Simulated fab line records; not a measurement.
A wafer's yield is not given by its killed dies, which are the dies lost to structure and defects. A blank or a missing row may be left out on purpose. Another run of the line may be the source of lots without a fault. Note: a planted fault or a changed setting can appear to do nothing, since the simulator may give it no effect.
fab line records	flow n5_finfet
[record] lots = 9	wafers = 27	last_day = 17
route steps=1938 shown BEOL_M1@792 BEOL_M4@1111 PASSIVATION@1936
lots that met no fault: from a run of the same line without faults
start_h: start of the lot's first displayed wafer, in hours after the record's first day	wait_h: hours elapsed since this lot's preceding step	" unchanged from the row above	L1.1+2: a single row standing in for several wafers	- either no value or no given start	* or withheld: withheld	< > ~ a bound
route shown NAME@n: names a module that has steps shown in the file, with the first one's number in the route	usual: mean/standard deviation taken from wafers without a fault	same: alike in all rows	chamber/n: place in a boat	sites: per-site readings	_std_site: standard deviation across them	_edge_site: inner sites' mean taken away from outer sites' mean	radius_mm: how far each site lies from the wafer's centre	mask NAME#n: copy n	behind: the last tool/chamber to shape the wafer	hold: reason for holding the lot/hours on hold/outcome of the hold	device: transistor that didn't switch, given as n, p or np	end of line: the route-end tests of the same wafers	where a step has no rows: the recipe by itself	killed: count of dies lost to structure and defects at first sort (not the wafer's yield)	map: shows each die of a wafer: x if killed, . if not, _ if none is there
set.NAME: the setting that was run; set.NAME@STEP: the one run at that earlier step	model.NAME: the simulator's own value behind a step, which no gauge read
the route's steps for a sample of lots (tables are steps, rows are wafers)
services: a tool's chamber out of use, with start hour (start_h, from the record's first day; less than 0 if before it), hours out, and reason
[[steps]]
[step N5_BEOL_M1_ALD_98]
[recipe] material = SiO2	target_thk_a = 25	temp_c = 100	ald_precursor_family = BDEAS	ald_co_reactant = O2-plasma	pulse_time_s = 1	co_reactant_pulse_time_s = 1	purge_time_s = 2	co_reactant_purge_time_s = 2	ald_cycles = 17	pressure_torr = 2
[usual] heater_power_w = 80/7.5	precursor_pulse_height_rel = 1.002/0.019
lot.wafer	tool	chamber	start_h	wait_h	heater_power_w	precursor_pulse_height_rel
L432.1	ald_sin-03	2	126.57	0.1	78	1.030
L432.4	"	1	"	"	79	1.008
L432.5	"	2	"	"	79	1.001
L431.1	ald_sin-01	2	129.65	0.1	76	0.991
L431.3	"	0	"	"	83	0.991
L431.6	"	2	"	"	78	1.000
L439.2	ald_sin-01	0	173.15	0.3	82	0.997
L439.3	"	1	"	"	64	1.020
L439.6	"	3	"	"	84	1.018
L442.2	ald_sin-04	2	195.15	0.8	84	0.967
L442.3	"	1	"	"	90	0.997
L442.4	"	3	"	"	81	1.003
L443.2	ald_sin-01	1	201.12	0.1	63	1.007
L443.3	"	3	"	"	82	1.023
L443.5	"	3	"	"	82	0.955
L444.2	ald_sin-04	1	204.20	0.1	92	1.011
L444.3	"	3	"	"	80	0.975
L444.6	"	2	"	"	86	1.012
L447.2	ald_sin-01	3	218.82	0.1	82	1.026
L447.5	"	0	"	"	80	0.999
L447.6	"	3	"	"	83	0.959
L449.1	ald_sin-01	3	234.35	0.3	83	0.980
L449.4	"	2	"	"	80	1.043
L449.6	"	3	"	"	84	0.988
L451.1	ald_sin-03	1	256.51	0.1	80	1.025
L451.2	"	3	"	"	96	0.987
L451.6	"	0	"	"	78	1.008
[step N5_BEOL_M1_TRENCH_ETCH_37]
[recipe] chemistry = C4F6/O2	target_depth_a = 552.07	target = SiOC	time_s = 29	ion_energy_ev = 250	pressure_mtorr = 30	source_w = 355	bias_w = 185	Ar_flow_sccm = 300	C4F6_flow_sccm = 10	O2_flow_sccm = 10
[usual] C4F6_flow_sccm = 10.002/0.026	O2_flow_sccm = 10.00/0.032	drypump_motor_current_A = 5.7/0.39	oes_product_au = 0.80/0.073	rf_vpp_V = 664/6.9	showerhead_plenum_p_Torr = 2.85/0.062	throttle_valve_pct = 20.81/0.28
lot.wafer	tool	chamber	start_h	wait_h	C4F6_flow_sccm	O2_flow_sccm	drypump_motor_current_A	oes_product_au	rf_hours_counter_h	rf_vpp_V	showerhead_plenum_p_Torr	throttle_valve_pct
L432.1	rie_diel-05	1	127.93	-	9.982	9.95	6.2	0.82	80	665	2.88	21.13
L432.4	"	1	"	"	10.034	9.97	6.2	0.82	-	665	2.88	21.13
L432.5	"	3	"	"	9.960	9.97	5.4	0.76	-	658	2.84	21.30
L431.1	rie_diel-01	0	130.83	-	9.999	10.01	5.6	0.79	121	662	2.87	20.83
L431.3	"	2	"	"	9.960	10.03	5.7	0.87	40	670	2.78	20.45
L431.6	"	1	"	"	9.992	10.01	5.7	0.86	-	678	2.89	20.79
L439.2	rie_diel-05	2	176.05	-	10.052	9.97	5.0	0.80	23	651	2.91	20.27
L439.3	"	1	"	"	9.993	10.00	6.2	0.72	95	664	2.87	21.14
L439.6	"	0	"	"	9.959	9.95	5.7	0.61	-	654	2.81	21.20
L442.2	rie_diel-05	3	198.70	-	9.980	10.01	5.4	0.66	179	657	2.83	21.32
L442.3	"	0	"	"	9.996	10.04	5.7	0.62	234	656	2.81	21.21
L442.4	"	1	"	"	10.004	9.94	6.3	0.80	103	665	2.87	21.16
L443.2	rie_diel-03	3	202.38	-	9.976	9.96	6.3	0.89	42	664	2.89	20.66
L443.3	"	0	"	"	9.979	10.04	6.2	0.78	130	661	2.75	20.56
L443.5	"	3	"	"	10.014	10.00	6.2	0.88	-	662	2.89	20.65
L444.2	rie_diel-01	1	208.12	-	10.022	10.00	5.7	0.83	86	678	2.88	20.81
L444.3	"	2	"	"	10.051	10.02	5.7	0.84	64	670	2.77	20.50
L444.6	"	2	"	"	9.992	9.96	5.7	0.83	-	671	2.77	20.49
L447.2	rie_diel-01	0	228.92	-	9.978	10.04	5.6	0.75	152	661	2.85	20.86
L447.5	"	0	"	"	9.976	10.01	5.6	0.75	-	662	2.85	20.87
L447.6	"	3	"	"	9.982	10.02	5.1	0.95	-	664	2.91	20.55
L449.1	rie_diel-03	0	234.95	-	10.031	10.01	6.2	0.77	138	661	2.74	20.59
L449.4	"	3	"	"	9.976	10.01	6.2	0.86	51	663	2.89	20.67
L449.6	"	0	"	"	10.046	10.00	6.2	0.78	-	660	2.74	20.59
L451.1	rie_diel-01	1	260.17	-	10.003	9.94	5.7	0.81	102	679	2.88	20.84
L451.2	"	0	"	"	10.038	9.99	5.6	0.74	161	660	2.85	20.89
L451.6	"	3	"	"	10.010	10.04	5.1	0.94	-	665	2.90	20.56
[step N5_BEOL_M1_OCD_MEAS_38]
[usual] trench_depth_nm = 55.2/0.76
lot.wafer	tool	chamber	start_h	wait_h	trench_depth_nm
L432.1	ocd-02	-	128.09	-	55.3
L432.4	"	-	"	"	54.7
L432.5	"	-	"	"	56.2
L431.1	ocd-01	-	130.98	-	55.8
L431.3	"	-	"	"	56.4
L431.6	"	-	"	"	55.5
L439.2	ocd-01	-	176.21	-	46.7
L439.3	"	-	"	"	45.0
L439.6	"	-	"	"	45.3
L442.2	ocd-01	-	198.86	-	45.6
L442.3	"	-	"	"	45.5
L442.4	"	-	"	"	55.5
L443.2	ocd-02	-	202.54	-	54.5
L443.3	"	-	"	"	53.9
L443.5	"	-	"	"	54.9
L444.2	ocd-02	-	208.28	-	54.6
L444.3	"	-	"	"	55.6
L444.6	"	-	"	"	54.7
L447.2	ocd-02	-	229.08	-	55.2
L447.5	"	-	"	"	55.3
L447.6	"	-	"	"	56.2
L449.1	ocd-01	-	235.11	-	53.5
L449.4	"	-	"	"	55.1
L449.6	"	-	"	"	54.6
L451.1	ocd-02	-	260.32	-	54.8
L451.2	"	-	"	"	55.0
L451.6	"	-	"	"	56.4
[step N5_BEOL_M1_CD_MEAS_35]
[recipe] target_cd_nm = 18	target_cd_y_nm = 21	polarity = opening
[usual] cd_nm = 18.14/0.29
lot.wafer	tool	chamber	start_h	wait_h	cd_nm
L432.1	cd_sem-03	-	128.26	0.0	18.03
L432.4	"	-	"	"	17.45
L432.5	"	-	"	"	17.69
L431.1	cd_sem-02	-	131.15	0.0	17.81
L431.3	"	-	"	"	17.49
L431.6	"	-	"	"	18.34
L439.2	cd_sem-01	-	176.37	0.0	17.84
L439.3	"	-	"	"	18.11
L439.6	"	-	"	"	18.12
L442.2	cd_sem-03	-	199.01	0.0	17.78
L442.3	"	-	"	"	17.64
L442.4	"	-	"	"	18.15
L443.2	cd_sem-03	-	202.69	0.0	18.40
L443.3	"	-	"	"	18.42
L443.5	"	-	"	"	18.68
L444.2	cd_sem-01	-	208.44	0.0	17.76
L444.3	"	-	"	"	17.72
L444.6	"	-	"	"	17.67
L447.2	cd_sem-01	-	229.33	0.0	18.22
L447.5	"	-	"	"	18.56
L447.6	"	-	"	"	18.13
L449.1	cd_sem-03	-	235.26	0.0	18.26
L449.4	"	-	"	"	18.29
L449.6	"	-	"	"	18.05
L451.1	cd_sem-03	-	260.47	0.0	17.93
L451.2	"	-	"	"	17.89
L451.6	"	-	"	"	17.76
[step N5_BEOL_M1_SURFACE_TREAT_85]
[recipe] gas = Ar	time_s = *	ion_energy_ev = *	ion_current_ma_cm2 = 0.5	pressure_mtorr = *	ar_flow_sccm = 30
[usual] throttle_valve_pct = *
lot.wafer	tool	chamber	start_h	wait_h	throttle_valve_pct
L432.1	pvd_sputter-01	-	128.92	0.1	*
L432.4	"	-	"	"	*
L432.5	"	-	"	"	*
L431.1	pvd_sputter-01	-	131.92	0.1	*
L431.3	"	-	"	"	*
L431.6	"	-	"	"	*
L439.2	pvd_sputter-01	-	176.96	0.2	*
L439.3	"	-	"	"	*
L439.6	"	-	"	"	*
L442.2	pvd_sputter-03	-	199.87	0.2	*
L442.3	"	-	"	"	*
L442.4	"	-	"	"	*
L443.2	pvd_sputter-01	-	203.37	0.2	*
L443.3	"	-	"	"	*
L443.5	"	-	"	"	*
L444.2	pvd_sputter-02	-	209.16	0.2	*
L444.3	"	-	"	"	*
L444.6	"	-	"	"	*
L447.2	pvd_sputter-01	-	229.86	0.2	*
L447.5	"	-	"	"	*
L447.6	"	-	"	"	*
L449.1	pvd_sputter-01	-	236.23	0.1	*
L449.4	"	-	"	"	*
L449.6	"	-	"	"	*
L451.1	pvd_sputter-03	-	260.88	0.1	*
L451.2	"	-	"	"	*
L451.6	"	-	"	"	*
[step N5_BEOL_M4_RC_MEAS_101]
[usual] DIBL_N = 36.4/1.4	DIBL_P = 36.3/1.5	IOFF_N = 0.162/0.023	IOFF_P = 0.211/0.027	ION_N = 676/9.7	ION_P = 463/6.4	SS_N = 71.5/0.5	SS_P = 73.3/0.6	VT_N = 249.3/2.5	VT_P = -249.9/2.8
lot.wafer	tool	chamber	start_h	wait_h	DIBL_N[mV/V]	DIBL_P[mV/V]	IOFF_N[nA/um]	IOFF_P[nA/um]	ION_N[uA/um]	ION_P[uA/um]	SS_N[mV/dec]	SS_P[mV/dec]	VT_N[mV]	VT_P[mV]
L432.1	prober-02	0	163.23	0.0	37.8	35.0	0.163	0.205	663	456	72.0	73.1	250.6	-251.6
L432.4	"	0	"	"	37.2	35.9	0.155	0.225	672	466	71.1	72.1	249.4	-249.4
L432.5	"	0	"	"	38.0	36.3	0.161	0.222	664	457	71.8	73.2	250.6	-248.1
L431.1	prober-02	0	171.00	0.0	38.5	37.2	0.193	0.238	675	461	72.4	73.6	249.0	-247.1
L431.3	"	0	"	"	37.3	36.1	0.166	0.221	675	467	71.7	73.4	249.5	-250.3
L431.6	"	0	"	"	37.8	36.4	0.186	0.228	676	459	72.4	74.0	248.0	-248.3
L439.2	prober-01	0	217.96	0.2	36.1	37.9	0.168	0.210	679	464	71.3	74.0	247.3	-248.0
L439.3	"	0	"	"	35.1	36.0	0.144	0.177	674	458	71.2	73.6	250.4	-253.1
L439.6	"	0	"	"	34.5	35.8	0.128	0.178	660	460	71.1	73.0	252.3	-252.5
L442.2	prober-01	0	236.50	0.2	35.7	34.9	0.142	0.204	672	468	71.3	72.5	249.4	-246.3
L442.3	"	0	"	"	36.9	36.0	0.154	0.207	660	459	71.2	73.3	246.6	-248.5
L442.4	"	0	"	"	37.6	35.8	0.162	0.207	661	452	72.1	72.9	251.6	-247.9
L443.2	prober-02	0	237.07	0.2	37.0	36.7	0.177	0.185	682	456	71.9	73.0	247.8	-255.2
L443.3	"	0	"	"	37.2	38.1	0.190	0.202	687	458	71.6	74.1	247.5	-252.1
L443.5	"	0	"	"	37.8	37.9	0.192	0.205	686	459	71.6	73.4	244.2	-253.5
L444.2	prober-02	0	241.10	0.2	38.3	37.4	0.166	0.247	669	462	71.2	73.4	248.3	-245.2
L444.3	"	0	"	"	36.5	35.2	0.143	0.202	679	467	71.3	73.2	247.4	-248.1
L444.6	"	0	"	"	37.7	36.0	0.160	0.222	670	455	71.3	72.9	249.1	-247.1
L449.1	prober-02	0	269.98	0.0	40.7	39.0	0.230	0.267	675	460	72.9	74.4	247.4	-248.4
L449.4	"	0	"	"	37.8	36.8	0.179	0.214	682	466	71.9	74.1	247.4	-249.9
L449.6	"	0	"	"	38.3	36.3	0.175	0.209	669	454	72.8	73.3	249.5	-248.8
L447.2	prober-02	0	272.06	0.2	36.4	35.6	0.141	0.203	683	470	71.8	73.0	250.3	-251.5
L447.5	"	0	"	"	38.5	38.1	0.177	0.247	692	472	71.7	73.6	246.2	-246.2
L447.6	"	0	"	"	36.7	36.1	0.150	0.213	676	467	72.1	72.8	248.3	-247.7
L451.1	prober-02	0	295.55	0.0	36.0	34.2	0.153	0.213	670	462	71.6	73.0	250.2	-250.2
L451.2	"	0	"	"	36.4	33.9	0.162	0.216	661	457	71.6	71.9	250.8	-246.2
L451.6	"	0	"	"	36.4	35.0	0.162	0.231	665	466	71.4	73.6	250.8	-248.0
[step N5_PASSIVATION_PROBE_49]
[usual] defect_limited_yield = 91.3/1.3	killed_at_M0_to_M3 = 33/8.9	killed_at_M4_up = 15/5.4	killed_at_contacts = 13/5.8	killed_at_front_end = 39/9.9	killed_at_other = 3.2/2.9	killed_dies = 102/15	killed_on_rim = 13/3.7	killed_open = 68/12	killed_short = 34/7.6	sort_bin_5_function = 5.1/0.89	sort_bin_6_memory = 3.2/0.63	sort_n_pass = 1078/15	sort_yield_pct = 91.3/1.3
[same] gross_dies = 1180	killed_at_back_side = 0	sort_bin_4_leakage[%] = 0	sort_bin_8_speed[%] = 0
lot.wafer	tool	chamber	start_h	wait_h	defect_limited_yield[%]	killed_at_M0_to_M3	killed_at_M4_up	killed_at_contacts	killed_at_front_end	killed_at_other	killed_dies	killed_on_rim	killed_open	killed_short	sort_bin_5_function[%]	sort_bin_6_memory[%]	sort_n_pass	sort_yield_pct[%]
L431.1	prober-01	-	263.01	0.0	90.9	24	24	14	41	4	107	14	79	28	5.0	3.7	1073	90.9
L431.3	prober-01	-	263.11	0.1	92.7	27	12	11	33	3	86	12	56	30	3.9	3.3	1094	92.7
L431.6	prober-01	-	263.26	0.3	92.0	45	11	9	21	8	94	15	59	34	5.2	2.2	1086	92.0
L432.1	prober-01	-	266.59	0.0	91.6	45	12	20	18	4	99	11	55	43	4.5	3.6	1081	91.6
L432.4	prober-01	-	266.74	0.2	93.1	25	14	14	28	1	82	6	55	26	4.5	2.4	1098	93.1
L432.5	prober-01	-	266.79	0.2	93.6	26	16	10	22	2	76	10	59	16	4.1	2.3	1104	93.6
L439.2	prober-01	-	324.75	0.1	92.5	29	11	12	36	0	88	11	54	33	5.1	2.2	1092	92.5
L439.3	prober-01	-	324.80	0.1	94.4	25	6	4	29	2	66	4	42	24	3.8	1.8	1114	94.4
L439.6	prober-01	-	324.95	0.3	93.0	24	7	20	28	4	83	9	55	27	4.5	2.3	1097	93.0
L443.2	prober-01	-	332.60	0.1	89.2	60	10	24	32	1	127	15	79	48	5.8	4.6	1053	89.2
L443.3	prober-01	-	332.65	0.1	91.1	41	9	8	47	0	105	14	76	29	5.3	3.4	1075	91.1
L443.5	prober-01	-	332.75	0.2	91.9	33	9	11	35	7	95	18	63	32	4.8	2.9	1085	91.9
L442.2	prober-01	-	336.70	0.1	92.5	18	19	7	36	8	88	8	60	27	4.2	3.1	1092	92.5
L442.3	prober-01	-	336.75	0.1	92.1	29	8	14	31	11	93	11	57	36	4.4	3.1	1087	92.1
L442.4	prober-01	-	336.80	0.2	89.5	27	28	8	55	6	124	15	85	36	6.5	3.7	1056	89.5
L444.2	prober-02	-	345.31	0.1	90.3	40	14	8	51	2	115	17	74	40	5.9	3.6	1065	90.3
L444.3	prober-02	-	345.36	0.1	90.7	21	13	18	57	1	110	11	72	38	5.4	3.6	1070	90.7
L444.6	prober-02	-	345.51	0.3	89.0	32	13	14	66	5	130	10	81	48	7.4	3.6	1050	89.0
L449.1	prober-01	-	369.10	0.0	91.9	34	10	10	32	9	95	13	54	40	4.7	3.0	1085	91.9
L449.4	prober-01	-	369.25	0.2	91.9	29	9	17	40	1	96	6	59	36	4.7	3.1	1084	91.9
L449.6	prober-01	-	369.35	0.3	91.8	50	9	17	21	0	97	14	66	29	4.7	3.2	1083	91.8
L447.2	prober-02	-	374.12	0.1	91.8	30	16	13	35	3	97	11	63	33	5.1	3.1	1083	91.8
L447.5	prober-02	-	374.27	0.2	91.7	20	13	16	44	5	98	15	69	28	5.3	2.7	1082	91.7
L447.6	prober-02	-	374.32	0.3	90.6	28	14	18	46	5	111	13	76	32	5.0	4.1	1069	90.6
L451.1	prober-02	-	396.61	0.0	91.3	39	16	7	36	5	103	15	77	26	5.3	2.7	1077	91.3
L451.2	prober-02	-	396.66	0.1	90.0	41	16	21	34	6	118	10	80	38	6.4	3.1	1062	90.0
L451.6	prober-02	-	396.86	0.3	91.5	35	13	12	36	4	100	20	71	29	5.2	3.1	1080	91.5
// killed by level:class
L431.1 BEOL_M0_SAQP:geometric_particle:open=9 FIN_SAQP:geometric_particle:open=8 MOL_CONTACT_COAG:geometric_particle:open=8 BEOL_M4:geometric_particle:open=8 STARTING-WAFER:geometric_particle:open=7 MOL_CONTACT_COAG:geometric_particle:short=6 STI_FIN_REVEAL:geometric_particle:open=5 BEOL_M5:geometric_particle:open=5
L431.3 BEOL_M0_SAQP:geometric_particle:open=12 MOL_CONTACT_COAG:geometric_particle:open=9 BEOL_M0_SAQP:geometric_particle:short=8 FIN_SAQP:geometric_particle:short=7 STI_FIN_REVEAL:geometric_particle:open=5 DUMMY_GATE:geometric_particle:open=5 FIN_SAQP:geometric_particle:open=4 BEOL_M3:geometric_particle:open=4
L431.6 BEOL_M0_SAQP:geometric_particle:short=10 BEOL_M0_SAQP:geometric_particle:open=9 MOL_CONTACT_COAG:geometric_particle:open=8 BEOL_M3:geometric_particle:open=8 BEOL_M1:geometric_particle:open=6 BEOL_M3:geometric_particle:short=6 PASS1_CAP:geometric_particle:open=5 STARTING-WAFER:geometric_particle:open=5
L432.1 BEOL_M0_SAQP:geometric_particle:short=14 MOL_CONTACT_COAG:geometric_particle:open=13 BEOL_M2:geometric_particle:open=12 BEOL_M0_SAQP:geometric_particle:open=10 MOL_CONTACT_COAG:geometric_particle:short=7 BEOL_M4:geometric_particle:short=4 ILD0:geometric_particle:short=3 BEOL_M3:geometric_particle:short=3
L432.4 BEOL_M0_SAQP:geometric_particle:short=10 MOL_CONTACT_COAG:geometric_particle:open=9 BEOL_M0_SAQP:geometric_particle:open=6 BEOL_M3:geometric_particle:open=6 BEOL_M4:geometric_particle:open=6 MOL_CONTACT_COAG:geometric_particle:short=5 STARTING-WAFER:geometric_particle:open=5 FIN_SAQP:geometric_particle:open=4
L432.5 FIN_SAQP:geometric_particle:open=9 BEOL_M2:geometric_particle:open=9 MOL_CONTACT_COAG:geometric_particle:open=7 BEOL_M3:geometric_particle:open=6 BEOL_M4:geometric_particle:open=6 DUMMY_GATE:geometric_particle:open=5 BEOL_M0_SAQP:geometric_particle:short=4 FIN_SAQP:geometric_particle:short=3
L439.2 STI_FIN_REVEAL:geometric_particle:open=10 MOL_CONTACT_COAG:geometric_particle:open=8 BEOL_M0_SAQP:geometric_particle:short=8 BEOL_M2:geometric_particle:open=6 FIN_SAQP:geometric_particle:short=5 STI_FIN_REVEAL:geometric_particle:short=5 MOL_CONTACT_COAG:geometric_particle:short=4 BEOL_M1:geometric_particle:open=4
L439.3 STI_FIN_REVEAL:geometric_particle:open=8 BEOL_M3:geometric_particle:open=7 FIN_SAQP:geometric_particle:short=6 BEOL_M2:geometric_particle:open=6 BEOL_M0_SAQP:geometric_particle:short=5 BEOL_M0_SAQP:geometric_particle:open=4 FIN_SAQP:geometric_particle:open=3 GATE_CUT:geometric_particle:short=3
L439.6 MOL_CONTACT_COAG:geometric_particle:open=12 MOL_CONTACT_COAG:geometric_particle:short=8 BEOL_M1:geometric_particle:open=8 BEOL_M2:geometric_particle:open=7 FIN_SAQP:geometric_particle:open=5 STI_FIN_REVEAL:geometric_particle:short=4 STI_FIN_REVEAL:geometric_particle:open=4 DUMMY_GATE:geometric_particle:open=4
L443.2 MOL_CONTACT_COAG:geometric_particle:open=18 BEOL_M0_SAQP:geometric_particle:open=17 BEOL_M0_SAQP:geometric_particle:short=13 BEOL_M2:geometric_particle:open=8 FIN_SAQP:geometric_particle:open=7 DUMMY_GATE:geometric_particle:open=7 BEOL_M3:geometric_particle:open=7 MOL_CONTACT_COAG:geometric_particle:short=6
L443.3 STI_FIN_REVEAL:geometric_particle:open=16 BEOL_M3:geometric_particle:open=13 BEOL_M0_SAQP:geometric_particle:short=8 BEOL_M2:geometric_particle:open=8 DUMMY_GATE:geometric_particle:open=7 BEOL_M0_SAQP:geometric_particle:open=7 FIN_SAQP:geometric_particle:open=6 MOL_CONTACT_COAG:geometric_particle:open=6
L443.5 FIN_SAQP:geometric_particle:open=10 FIN_SAQP:geometric_particle:short=9 MOL_CONTACT_COAG:geometric_particle:open=9 BEOL_M1:geometric_particle:open=8 DUMMY_GATE:geometric_particle:open=5 BEOL_M0_SAQP:geometric_particle:open=5 BEOL_M0_SAQP:geometric_particle:short=5 STI_FIN_REVEAL:geometric_particle:open=4
L442.2 FIN_SAQP:geometric_particle:open=15 FIN_SAQP:geometric_particle:short=11 BEOL_M4:geometric_particle:open=10 MOL_CONTACT_COAG:geometric_particle:open=7 DUMMY_GATE:geometric_particle:open=5 BEOL_M2:geometric_particle:open=5 BEOL_M3:geometric_particle:open=4 PAD_METAL:geometric_particle:short=4
L442.3 FIN_SAQP:geometric_particle:short=12 MOL_CONTACT_COAG:geometric_particle:open=11 BEOL_M3:geometric_particle:open=8 PAD_METAL:geometric_particle:short=6 BEOL_M0_SAQP:geometric_particle:open=5 BEOL_M1:geometric_particle:open=5 FIN_SAQP:geometric_particle:open=4 BEOL_M0_SAQP:geometric_particle:short=4
L442.4 BEOL_M4:geometric_particle:open=19 FIN_SAQP:geometric_particle:open=17 FIN_SAQP:geometric_particle:short=14 BEOL_M3:geometric_particle:open=13 STI_FIN_REVEAL:geometric_particle:open=10 MOL_CONTACT_COAG:geometric_particle:open=5 BEOL_M3:geometric_particle:short=5 BEOL_M5:geometric_particle:open=4
L444.2 FIN_SAQP:geometric_particle:short=16 STI_FIN_REVEAL:geometric_particle:open=13 BEOL_M0_SAQP:geometric_particle:open=11 FIN_SAQP:geometric_particle:open=8 BEOL_M1:geometric_particle:open=8 BEOL_M3:geometric_particle:open=8 BEOL_M4:geometric_particle:open=8 MOL_CONTACT_COAG:geometric_particle:open=7
L444.3 FIN_SAQP:geometric_particle:open=19 FIN_SAQP:geometric_particle:short=18 MOL_CONTACT_COAG:geometric_particle:open=17 BEOL_M2:geometric_particle:open=7 GATE_CUT:geometric_particle:short=7 BEOL_M0_SAQP:geometric_particle:open=5 GATE_CUT:geometric_particle:open=4 BEOL_M4:geometric_particle:open=4
L444.6 FIN_SAQP:geometric_particle:short=21 FIN_SAQP:geometric_particle:open=16 MOL_CONTACT_COAG:geometric_particle:open=12 BEOL_M1:geometric_particle:open=10 STI_FIN_REVEAL:geometric_particle:open=9 GATE_CUT:geometric_particle:short=8 BEOL_M2:geometric_particle:open=6 BEOL_M0_SAQP:geometric_particle:open=6
L449.1 BEOL_M3:geometric_particle:open=13 MOL_CONTACT_COAG:geometric_particle:open=9 FIN_SAQP:geometric_particle:short=7 BEOL_M0_SAQP:geometric_particle:short=5 DUMMY_GATE:geometric_particle:open=4 BEOL_M0_SAQP:geometric_particle:open=4 MIM_TOP_ETCH:geometric_particle:short=4 FIN_SAQP:geometric_particle:open=3
L449.4 FIN_SAQP:geometric_particle:open=13 MOL_CONTACT_COAG:geometric_particle:open=10 FIN_SAQP:geometric_particle:short=7 MOL_CONTACT_COAG:geometric_particle:short=7 BEOL_M0_SAQP:geometric_particle:short=7 BEOL_M2:geometric_particle:open=7 ILD0:geometric_particle:open=5 STI_FIN_REVEAL:geometric_particle:open=4
L449.6 BEOL_M0_SAQP:geometric_particle:open=15 BEOL_M3:geometric_particle:open=13 MOL_CONTACT_COAG:geometric_particle:open=13 BEOL_M0_SAQP:geometric_particle:short=7 FIN_SAQP:geometric_particle:open=5 BEOL_M3:geometric_particle:short=5 MOL_CONTACT_COAG:geometric_particle:short=4 FIN_SAQP:geometric_particle:short=3
L447.2 MOL_CONTACT_COAG:geometric_particle:open=9 BEOL_M0_SAQP:geometric_particle:short=9 STI_FIN_REVEAL:geometric_particle:open=8 BEOL_M4:geometric_particle:open=8 BEOL_M3:geometric_particle:open=8 DUMMY_GATE:geometric_particle:open=7 FIN_SAQP:geometric_particle:short=5 MOL_CONTACT_COAG:geometric_particle:short=4
L447.5 STI_FIN_REVEAL:geometric_particle:open=14 MOL_CONTACT_COAG:geometric_particle:open=13 FIN_SAQP:geometric_particle:open=10 BEOL_M4:geometric_particle:open=8 STI_FIN_REVEAL:geometric_particle:short=6 BEOL_M3:geometric_particle:open=5 FIN_SAQP:geometric_particle:short=4 BEOL_M0_SAQP:geometric_particle:short=4
L447.6 STI_FIN_REVEAL:geometric_particle:open=16 MOL_CONTACT_COAG:geometric_particle:open=13 BEOL_M0_SAQP:geometric_particle:open=9 DUMMY_GATE:geometric_particle:open=7 BEOL_M0_SAQP:geometric_particle:short=6 STARTING-WAFER:geometric_particle:open=5 MOL_CONTACT_COAG:geometric_particle:short=5 BEOL_M3:geometric_particle:open=5
L451.1 FIN_SAQP:geometric_particle:open=16 BEOL_M0_SAQP:geometric_particle:open=9 BEOL_M2:geometric_particle:open=6 BEOL_M0:geometric_particle:open=6 BEOL_M3:geometric_particle:open=6 MOL_CONTACT_COAG:geometric_particle:open=5 BEOL_M0_SAQP:geometric_particle:short=5 BEOL_M4:geometric_particle:open=5
L451.2 MOL_CONTACT_COAG:geometric_particle:open=19 BEOL_M0_SAQP:geometric_particle:short=13 FIN_SAQP:geometric_particle:open=10 STI_FIN_REVEAL:geometric_particle:open=9 BEOL_M0_SAQP:geometric_particle:open=7 BEOL_M1:geometric_particle:open=7 BEOL_M1:geometric_particle:short=5 BEOL_M7:geometric_particle:open=5
L451.6 BEOL_M1:geometric_particle:open=12 BEOL_M4:geometric_particle:open=9 STI_FIN_REVEAL:geometric_particle:open=7 MOL_CONTACT_COAG:geometric_particle:open=7 BEOL_M0_SAQP:geometric_particle:open=7 BEOL_M3:geometric_particle:open=6 GATE_CUT:geometric_particle:short=5 MOL_CONTACT_COAG:geometric_particle:short=5
[[services]]
tool	chamber	start_h	hours	kind
ald_sin-04	0	102.95	12.7	repair
rie_diel-05	0	106.62	15.8	repair
pvd_sputter-03	-	118.23	5.8	repair
rie_diel-01	0	123.95	6.4	repair
ald_sin-03	1	141.84	10.6	repair
ald_sin-03	-	144.84	14.6	pm
pvd_sputter-01	-	164.86	1.5	repair
ald_sin-03	-	167.85	0.5	repair
ald_sin-01	-	178.65	14.0	pm
ald_sin-01	0	178.65	14.0	vent_cycle
ald_sin-01	1	178.65	14.0	vent_cycle
ald_sin-01	2	178.65	14.0	vent_cycle
ald_sin-01	3	178.65	14.0	vent_cycle
ald_sin-04	0	179.12	45.6	repair
pvd_sputter-02	-	187.05	3.7	repair
ald_sin-01	0	192.65	-	clean
ald_sin-01	1	192.65	-	clean
ald_sin-01	2	192.65	-	clean
ald_sin-01	3	192.65	-	clean
ald_sin-01	-	208.46	4.3	pm
rie_diel-01	-	232.90	2.8	pm
rie_diel-03	2	248.66	32.5	repair
rie_diel-05	-	255.94	4.4	repair
ald_sin-04	2	256.42	14.1	repair
[[key]]
[first_sign] step = N5_BEOL_M1_TRENCH_ETCH_37	reading = oes_product_au	direction = down	sigmas = 1.6	usual = 0.80	struck = 0.68
[effect] step = N5_BEOL_M1_OCD_MEAS_38	reading = trench_depth_nm	direction = down	sigmas = 13	usual = 55.2	struck = 45.6
met_at N5_BEOL_M1_TRENCH_ETCH_37
struck_lots L439,L442
struck_wafers L439.2,L439.3,L439.6,L442.2,L442.3
not_acting_at N5_BEOL_M1_ALD_98,N5_BEOL_M1_CD_MEAS_35,N5_BEOL_M1_SURFACE_TREAT_85
onset_between 127.93 176.05
[fault] kind = process_parameter_drift	tool = rie_diel-05	chamber = -	onset_h = 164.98	steps = N5_BEOL_M1_TRENCH_ETCH_37	channel = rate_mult	offset = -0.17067	shape = step	end_h = 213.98	scope = struck_wafers_only
